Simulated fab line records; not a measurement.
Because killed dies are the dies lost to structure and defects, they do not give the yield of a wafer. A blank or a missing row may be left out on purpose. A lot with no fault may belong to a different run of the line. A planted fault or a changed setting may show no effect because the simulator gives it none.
Matching of chambers | flow n5 finfet | 4 sister chambers for N5_MOL_CONTACT_COAG_STRIP_72 on rie diel-03
The step strips in N2/H2. 24 wafers are shown with their chamber, then 12 later ones without.

## EACH WAFER AND ITS CHAMBER
wafer  | chamber | showerhead plenum p Torr (Torr) | throttle valve pct (%) | oes product au (a.u.)
L078.1 | 0       | 2.69                            | 23.73                  | 0.89
L078.3 | 2       | 2.50                            | 23.68                  | 0.68
L078.6 | 1       | 2.60                            | 23.23                  | 0.98
L079.1 | 0       | 2.69                            | 23.75                  | 0.87
L079.2 | 3       | 2.53                            | 23.57                  | 0.74
L079.5 | 3       | 2.53                            | 23.56                  | 0.73
L080.1 | 3       | 2.53                            | 23.57                  | 0.73
L080.5 | 2       | 2.50                            | 23.67                  | 0.68
L080.6 | 3       | 2.53                            | 23.56                  | 0.74
L083.3 | 3       | 2.52                            | 23.56                  | 0.73
L083.4 | 2       | 2.50                            | 23.70                  | 0.69
L083.5 | 0       | 2.69                            | 23.77                  | 0.90
L084.1 | 1       | 2.60                            | 23.25                  | 0.94
L084.2 | 2       | 2.50                            | 23.66                  | 0.69
L084.3 | 3       | 2.52                            | 23.57                  | 0.74
L084.4 | 0       | 2.69                            | 23.78                  | 0.88
L084.5 | 3       | 2.52                            | 23.58                  | 0.72
L084.6 | 0       | 2.69                            | 23.75                  | 0.88
L085.3 | 3       | 2.52                            | 23.57                  | 0.73
L085.4 | 1       | 2.60                            | 23.22                  | 0.93
L085.5 | 0       | 2.68                            | 23.70                  | 0.86
L086.1 | 0       | 2.68                            | 23.80                  | 0.87
L086.2 | 1       | 2.60                            | 23.26                  | 0.94
L086.5 | 0       | 2.68                            | 23.74                  | 0.86

SIGNATURES, as means of the wafers listed above
reading                  | chamber 0 | chamber 1 | chamber 2 | chamber 3 | scatter within a chamber
showerhead plenum p Torr | 2.6863    | 2.6000    | 2.5000    | 2.5250    | 0.0044
throttle valve pct       | 23.7525   | 23.2400   | 23.6775   | 23.5675   | 0.0212
oes product au           | 0.8762    | 0.9475    | 0.6850    | 0.7325    | 0.0129
Rule: for a wafer and a chamber, the distance is found by dividing, reading by reading, the gap between the wafer's reading and the chamber's mean by the reading's scatter, squaring, summing and taking the root. The wafer belongs to the nearest chamber; if the next one is less than 2 further off, it can't be placed. The scatter is the square root of a quotient: the sum, over the shown wafers, of each reading's squared deviation from its chamber's mean, divided by wafers minus chambers.

## WAFERS WITHOUT THEIR CHAMBER
wafer  | showerhead plenum p Torr (Torr) | throttle valve pct (%) | oes product au (a.u.)
L089.1 | 2.59                            | 23.26                  | 0.92
L089.2 | 2.68                            | 23.76                  | 0.83
L089.4 | 2.52                            | 23.60                  | 0.71
L092.2 | 2.59                            | 23.27                  | 0.90
L092.4 | 2.49                            | 23.27                  | 0.94
L092.6 | 2.59                            | 23.24                  | 0.89
L096.1 | 2.49                            | 23.29                  | 0.91
L096.2 | 2.59                            | 23.25                  | 0.90
L096.5 | 2.59                            | 23.30                  | 0.88
L097.2 | 2.48                            | 23.29                  | 0.90
L097.3 | 2.67                            | 23.77                  | 0.83
L097.4 | 2.58                            | 23.25                  | 0.88

## CHAMBER TAKEN BY EACH
wafer  | from the rows above | in truth
L089.1 | 1                   | 1
L089.2 | 0                   | 0
L089.4 | 3                   | 3
L092.2 | 1                   | 1
L092.4 | 3                   | 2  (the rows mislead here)
L092.6 | 1                   | 1
L096.1 | 3                   | 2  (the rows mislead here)
L096.2 | 1                   | 1
L096.5 | 1                   | 1
L097.2 | 3                   | 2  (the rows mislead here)
L097.3 | 0                   | 0
L097.4 | 1                   | 1
Correct placement for 9 of the 12. Can't be placed from these rows: 0. Number placed wrongly: 3.
